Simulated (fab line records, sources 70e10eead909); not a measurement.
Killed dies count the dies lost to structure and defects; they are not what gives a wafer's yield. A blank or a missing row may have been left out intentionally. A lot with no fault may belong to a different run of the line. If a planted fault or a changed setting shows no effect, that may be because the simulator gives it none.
A lot that was struck, set against a sound lot -- flow nand-harc -- 15 out of 1159 route steps
Sound: wafers L431.1, L431.2, L431.3. Struck: wafer L441.6; the same lot's L441.5 was not struck, so it is left out; see the end for the cause.
Per side, at each step with rows, come the tool, then ch with its chambers, and then its first start. Under that, the readings that differ: sound wafers -- struck wafers -- difference of the means -- sigmas: that difference in standard deviations of wafers without a fault.
alike: same words and numbers on both sides, and readings whose means sit less than 2 such deviations apart. not compared: any withheld reading, any reading some wafer has no value for, any bound like >300 that may hide the same value, and any number with overlapping values for which the record gives no deviation.
The two part at a step that has a row with sigmas, a row that says differs or no value, or rows on one side only. Non-overlapping numbers with no deviation appear without sigmas and do not part them. A reading missing from all wafers of one side parts the sides only when that side holds two or more wafers.

first, 1 step without rows for these wafers: NHARC_A_ONON_D1_DEP_03 (target thk 1000 nm).
NHARC_A_ONON_D1_THK_MEAS_05: measures by ellipsometry.
  struck on film-metro-02, day 10 01:46; sound on film-metro-01, day 7 21:34
  alike: thk-nm
next comes 1 step that has no rows for these wafers: NHARC_A_ONON_D1_DEP_06 (target thickness 1000 nm).
NHARC_A_ONON_D1_THK_MEAS_08: measures by ellipsometry.
  struck on film-metro-02, day 10 02:20; sound on film-metro-02, day 7 22:08
  alike: thk-nm
next comes 1 step that has no rows for these wafers: NHARC_A_ONON_D1_DEP_09 (target thickness 1000 nm).
NHARC_A_ONON_D1_THK_MEAS_11: measures by ellipsometry.
  struck on film-metro-02, day 10 02:56; sound on film-metro-01, day 7 22:42
  alike: thk-nm
next comes 1 step that has no rows for these wafers: NHARC_A_ONON_D1_DEP_12 (target thickness 1000 nm).
NHARC_A_ONON_D1_THK_MEAS_14: measures by ellipsometry.
  struck on film-metro-01, day 10 03:30; sound on film-metro-01, day 7 23:17
reading,sound,struck,difference,sigmas
thk-nm (nm),998 997 997,1027,+30,+2
then, 2 steps without rows for these wafers: NHARC_A_ONON_D1_ANNEAL_15 (time 3600 s); NHARC_A_ONON_D1_DEP_16 (target thk 1000 nm).
NHARC_A_ONON_D1_THK_MEAS_18: measures by ellipsometry.
  struck on film-metro-01, day 10 14:00; sound on film-metro-01, day 8 09:47
  alike: thk-nm
NHARC_A_ONON_D1_DEP_19: target thk 1000 nm.
  sound on pecvd-onon-02 ch 0, day 8 09:50; struck on pecvd-onon-04 ch 0, day 10 14:17
NHARC_A_ONON_D1_THK_MEAS_21: measures by ellipsometry.
  struck on film-metro-02, day 10 14:34; sound on film-metro-01, day 8 10:21
reading,sound,struck,difference,sigmas
thk-nm (nm),993 994 994,1418,+424,+44
next comes 1 step that has no rows for these wafers: NHARC_A_ONON_D1_DEP_22 (target thickness 1000 nm).
-- break in the record here, with 11 days between the starts of the struck wafers on either side (left off in module A_ONON_D1, picked up again in module END, where the first step shown is number 1159 on the route) --
NHARC_END_SORT_01:
  sound on prober-02 ch 0, day 20 00:52; struck on prober-02 ch 0, day 22 02:03
reading,sound,struck,difference,sigmas
killed-at-array,25 16 21,669,+648,+66
killed-at-periphery,2 0 0,6,+5,+3
killed-dies,29 17 22,677,+654,+65
killed-short,3 2 2,7,+5,+3
  alike: killed-at-other, killed-open

## WHERE THEY PART
First at NHARC_A_ONON_D1_THK_MEAS_14; last, within this record, at NHARC_END_SORT_01.

WHY: whatever the simulator had introduced
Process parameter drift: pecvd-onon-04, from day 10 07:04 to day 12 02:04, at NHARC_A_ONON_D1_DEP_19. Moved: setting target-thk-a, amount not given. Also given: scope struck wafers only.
